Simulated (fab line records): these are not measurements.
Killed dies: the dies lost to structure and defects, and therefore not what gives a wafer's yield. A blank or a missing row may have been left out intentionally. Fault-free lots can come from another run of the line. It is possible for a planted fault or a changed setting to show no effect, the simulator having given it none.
Split-lot study    flow n5 finfet    on a route of 1938 steps: 7 lots, 21 wafers read

## THE SPLIT
At N5_SD_EPI_P_EPI_21 (deposits SiGe:B, time 355 s), the setting epi growth time s was moved away from the recipe's 355 s on 5 of the 21 wafers read, by -9.5% to +7.3%. For the rest of the wafers, this setting stayed at what the recipe calls for.

## FROM THE SPLIT TO THE READING: what the file shows between them, 4 steps
- N5_SD_EPI_P_HM_STRIP_48: strips SiNx in H3PO4, material SiNx, target depth 3 nm
- N5_SD_EPI_P_SRD_49: time 30 s
- N5_SD_EPI_P_PRECLEAN_24: cleans in O3/DIW, time 45 s
- N5_SD_ACTIVATION_LSA_01: time 0.0008 s (also split here: temp c)

## THE READING
At N5_SD_ACTIVATION_RS_MEAS_03, a four-point-probe measurement gives RS_SD_P in ohm/sq. On this fab line, fault-free wafers typically give 55.9 ohm/sq with a standard deviation of 0.9 ohm/sq.

wafer   tool, chamber at the split  epi growth time s as run, s  against the recipe  RS_SD_P, ohm/sq  against lot-mates on the recipe
L079.1  epi rpcvd-03, 0             355                          recipe              55.1             -
L079.5  epi rpcvd-03, 0             366.1                        +3.1%               54.1             -0.9
L079.6  epi rpcvd-03, 0             355                          recipe              54.9             -
L081.1  epi rpcvd-03, 0             355                          recipe              55.7             -
L081.2  epi rpcvd-03, 0             355                          recipe              55.0             -
L081.5  epi rpcvd-03, 0             380.8                        +7.3%               53.0             -2.4
L084.1  epi rpcvd-01, 0             355                          recipe              56.3             -
L084.2  epi rpcvd-01, 0             355                          recipe              55.5             -
L084.4  epi rpcvd-01, 0             355                          recipe              55.9             -
L087.2  epi rpcvd-04, 0             355                          recipe              56.7             -
L087.3  epi rpcvd-04, 0             355                          recipe              55.1             -
L087.4  epi rpcvd-04, 0             321.4                        -9.5%               58.7             +2.8
L091.2  epi rpcvd-04, 0             355                          recipe              54.3             -
L091.3  epi rpcvd-04, 0             355                          recipe              54.4             -
L091.5  epi rpcvd-04, 0             333.2                        -6.1%               57.0             +2.7
L093.2  epi rpcvd-01, 0             355                          recipe              56.5             -
L093.4  epi rpcvd-01, 0             355                          recipe              55.5             -
L093.6  epi rpcvd-01, 0             355                          recipe              55.7             -
L096.1  epi rpcvd-04, 0             355                          recipe              56.0             -
L096.2  epi rpcvd-04, 0             355                          recipe              56.9             -
L096.5  epi rpcvd-04, 0             341.8                        -3.7%               58.2             +1.8

FIT RESULTS
A straight line over all 21 wafers: RS_SD_P changes by -0.35 ohm/sq for each +1% of epi growth time s; r = -0.83; the points scatter about the line by 0.78 ohm/sq.
The same after taking each lot's own level away (the mean of its wafers on the recipe; 21 wafers): -0.338 ohm/sq for each +1%; r = -0.93; scatter 0.43 ohm/sq.
According to that fit, moving epi growth time s by its largest amount changes the reading by 3.2 ohm/sq.
The span of the lots' own levels, 54.35 to 56.45 ohm/sq, comes to 2.3 times the standard deviation stated above.
The two slopes are in agreement: the lot-to-lot level therefore moves the slope only a little.
Check: with one of the wafers moved furthest among these (-9.5%) left out of the fit, the line predicts +3.61 ohm/sq for it against its lot-mates. Against them it came out at +2.8 ohm/sq.

## OTHER SPLITS APPLIED TO THESE WAFERS
Note: prior to the reading, these wafers also went through further splits. Each is held against what the fit with the lots' levels taken away leaves over:
other split on the same wafers        wafers away from the commonest value  r with RS_SD_P (lot level and that fit taken away)
N5_ZERO_LAYER_EXPOSE_08 dose mj       6                                     -0.12
N5_WELL_APT_EXPOSE_22 dose mj         8                                     +0.09
N5_FIN_SAQP_ETCH_52 source w          10                                    -0.24
N5_FIN_SAQP_SPACER1_ALD_24 temp c     6                                     +0.05
N5_STI_FIN_REVEAL_ETCHBACK_08 time s  6                                     -0.16
N5_SPACER0_ALD_00 ald cycles          5                                     -0.08
N5_SD_EPI_N_COAT_32 spin rpm          8                                     -0.25
N5_SD_ACTIVATION_LSA_01 temp c        6                                     -0.17

## THE WHOLE CHAIN: every reading that the file lists as answering this split, in the file's order
step                         what it does                  reading                                                                            change (the file's fit)                r (the file's)
N5_SD_EPI_P_EPI_21           deposits SiGe:B, time 355 s   SiGe-B_of_SD_EPI_P_EPI_21.thk nm (the simulator's own value, which no gauge read)  +0.382 nm for each +1% of the setting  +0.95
N5_SD_EPI_P_PRECLEAN_24      cleans in O3/DIW, time 45 s   SiGe-B_of_SD_EPI_P_EPI_21.thk nm (the simulator's own value, which no gauge read)  +0.389 nm for each +1% of the setting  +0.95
N5_SD_ACTIVATION_RS_MEAS_03  measures by four-point-probe  RS_SD_P                                                                            -0.341 for each +1% of the setting     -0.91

## THE FILE'S OWN FIT
RS_SD_P changes by -0.341 ohm/sq for each +1% of epi growth time s, r = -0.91.
